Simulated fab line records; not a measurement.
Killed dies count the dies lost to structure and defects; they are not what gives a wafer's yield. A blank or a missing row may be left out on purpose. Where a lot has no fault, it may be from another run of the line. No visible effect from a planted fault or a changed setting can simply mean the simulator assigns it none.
Which tool is to blame? -- flow nand-harc -- 18 wafers from 6 lots sampled at 4 of the route's 1302 steps

WHAT THE GAUGES READ, wafer by wafer
NHARC_END_SORT_01.
lot,measured,on,killed-at-array
L479,day 32 15:43,prober-01,46 59 46
L484,day 33 13:23,prober-01,66 64 63

TOOL THAT RAN EACH LOT (tool first, then ch and the chambers of the sampled wafers, then the start)
lot,NHARC_A_M1_PRE_CLEAN_30,NHARC_A_M1_PVD_21,NHARC_A_BONDPAD_ETCH_34
L465,"pvd-sputter-01, day 24 10:14 or earlier","pvd-sputter-01, day 24 10:14 or earlier","rie-diel-05 ch 0,2, day 24 11:07"
L467,"pvd-sputter-01, day 26 07:47 or earlier","pvd-sputter-01, day 26 07:47 or earlier","rie-diel-05 ch 0,1,3, day 26 08:31"
L477,"pvd-sputter-01, day 29 05:38 or earlier","pvd-sputter-01, day 29 05:38 or earlier","rie-diel-05 ch 0,1,2, day 29 06:23"
L480,"pvd-sputter-02, day 30 18:30 or earlier","pvd-sputter-02, day 30 18:30 or earlier","rie-diel-03 ch 1,2,3, day 30 19:16"
L479,"pvd-sputter-02, day 31 01:26 or earlier","pvd-sputter-02, day 31 01:26 or earlier","rie-diel-05 ch 0,2,3, day 31 02:19"
L484,"pvd-sputter-01, day 32 03:28 or earlier","pvd-sputter-01, day 32 03:28 or earlier","rie-diel-06 ch 1,3, day 32 04:19"
- NHARC_A_M1_PRE_CLEAN_30: time 30 s.
- NHARC_A_M1_PVD_21: deposits Cu, target thk 30 nm, time 20.49 s.
- NHARC_A_BONDPAD_ETCH_34: etches the open film in N2/H2, target depth 60 nm, overetch 18 nm, time 65.91 s.

THE ANSWER, worked out from the rows above alone
Rule: the lots themselves supply what counts as usual. The widest of any qualifying gaps counts: lots, ordered by their means at a reading, are off when they make up no more than a third of the lots, leave a main group of 4 or more, and stand apart from it by 3 or more times the standard deviation of that group's means. A main group whose means are all the same, to the digits that the tables above print for the reading, isn't used. A lot without any number at a reading at which 4 lots or more have one is off too. All remaining lots with rows at the step are treated as sound.
Nothing can be told from this: no lot is off at any reading shown.

WHAT HAD BEEN PUT IN BY THE SIMULATOR
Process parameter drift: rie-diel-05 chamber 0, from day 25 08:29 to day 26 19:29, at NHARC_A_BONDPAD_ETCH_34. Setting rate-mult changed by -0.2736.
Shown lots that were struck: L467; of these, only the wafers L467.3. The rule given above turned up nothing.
